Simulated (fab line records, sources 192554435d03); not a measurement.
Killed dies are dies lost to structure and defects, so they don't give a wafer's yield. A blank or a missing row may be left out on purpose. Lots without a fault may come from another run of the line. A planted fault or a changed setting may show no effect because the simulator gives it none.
Split-lot experiment | flow n5_finfet | 7 lots, 21 wafers read, on a route of 1938 steps

THE SPLIT
At N5_MOL_CONTACT_COAG_COAT_104 (time 60 s, resist thk 12 nm), the setting spin_rpm was moved away from the recipe's 1500 rpm on 4 of the 21 wafers read, by -10.2% to +6.3%. The other wafers ran this setting at the recipe's value.

FROM THE SPLIT TO THE READING: what the file shows between them, 4 steps
- N5_MOL_CONTACT_COAG_COAT_58: time 60 s, resist thk 10 nm
- N5_MOL_CONTACT_COAG_COAT_02: resist thk 30 nm
- N5_MOL_CONTACT_COAG_DESCUM_13: chemistry O2, time 7 s
- N5_MOL_CONTACT_COAG_ETCH_59: etches underlayer in N2/H2, target depth 13 nm, time 10.4 s

THE READING
etch.depth_nm (the simulator's own value, which no gauge read), in nm, at N5_MOL_CONTACT_COAG_ETCH_105 (etches SiARC in CF4, target depth 15.6 nm, time 26 s). The file gives no usual value for it. The 17 wafers here that ran the recipe average 12.01 nm, standard deviation 0.03 nm.

wafer  | tool, chamber at the split | spin_rpm as run, rpm | against the recipe | etch.depth_nm, nm | against lot-mates on the recipe
L084.3 | litho_track-04, 0          | 1500                 | recipe             | 12.03             | -
L084.4 | litho_track-04, 0          | 1500                 | recipe             | 12.04             | -
L084.5 | litho_track-04, 0          | 1500                 | recipe             | 12.01             | -
L086.3 | litho_track-03, 0          | 1500                 | recipe             | 12                | -
L086.5 | litho_track-03, 0          | 1594                 | +6.3%              | 11.68             | -0.34
L086.6 | litho_track-03, 0          | 1500                 | recipe             | 12.04             | -
L089.1 | litho_track-05, 0          | 1347                 | -10.2%             | 12.74             | +0.68
L089.2 | litho_track-05, 0          | 1500                 | recipe             | 12.06             | -
L089.6 | litho_track-05, 0          | 1347                 | -10.2%             | 12.75             | +0.69
L090.3 | litho_track-03, 0          | 1500                 | recipe             | 12                | -
L090.6 | litho_track-03, 0          | 1500                 | recipe             | 12                | -
L090.4 | litho_track-03, 0          | 1500                 | recipe             | 12.01             | -
L091.3 | litho_track-03, 0          | 1500                 | recipe             | 12.04             | -
L091.4 | litho_track-03, 0          | 1373                 | -8.5%              | 12.58             | +0.54
L091.6 | litho_track-03, 0          | 1500                 | recipe             | 12.03             | -
L094.1 | litho_track-04, 0          | 1500                 | recipe             | 12.01             | -
L094.2 | litho_track-04, 0          | 1500                 | recipe             | 11.96             | -
L094.5 | litho_track-04, 0          | 1500                 | recipe             | 11.95             | -
L097.1 | litho_track-03, 0          | 1500                 | recipe             | 12                | -
L097.2 | litho_track-03, 0          | 1500                 | recipe             | 11.98             | -
L097.6 | litho_track-03, 0          | 1500                 | recipe             | 11.97             | -

THE FIT
A straight line over all 21 wafers: etch.depth_nm changes by -0.0682 nm for each +1% of spin_rpm; r = -0.99; the points scatter about the line by 0.038 nm.
The same after taking each lot's own level away (the mean of its wafers on the recipe; 21 wafers): -0.0646 nm for each +1%; r = -1.00; scatter 0.022 nm.
On that fit, the largest move of spin_rpm shifts the reading by 0.66 nm.
The lots' own levels span 11.973 to 12.060 nm, that is 2.9 times the standard deviation above.
So the lot-to-lot level changes the slope little: the two slopes agree.
Check: with one of the wafers moved furthest among these (-10.2%) left out of the fit, the line predicts +0.656 nm for it against its lot-mates. It came out at +0.68 nm against them.

OTHER SPLITS ON THESE WAFERS
These wafers also went through other splits before the reading. Each is held against what the fit with the lots' levels taken away leaves over:
other split on the same wafers | wafers away from the commonest value | r with etch.depth_nm (lot level and that fit taken away)
N5_HKMG_FIN_EXPOSE_46 dose_mj  | 7                                    | -0.10
N5_GATE_CUT_ALD_22 ald_cycles  | 7                                    | +0.20

THE WHOLE CHAIN: every reading that the file lists as answering this split, in the file's order
step                         | what it does                                         | reading                                                                                    | change (the file's fit)                | r (the file's)
N5_MOL_CONTACT_COAG_COAT_104 | time 60 s, resist thk 12 nm                          | SiARC_of_MOL_CONTACT_COAG_COAT_104.thk_nm (the simulator's own value, which no gauge read) | -0.0732 nm for each +1% of the setting | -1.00
N5_MOL_CONTACT_COAG_ETCH_105 | etches SiARC in CF4, target depth 15.6 nm, time 26 s | etch.depth_nm (the simulator's own value, which no gauge read)                             | -0.0641 nm for each +1% of the setting | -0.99

THE FILE'S OWN FIT
etch.depth_nm changes by -0.0641 nm for each +1% of spin_rpm, r = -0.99.
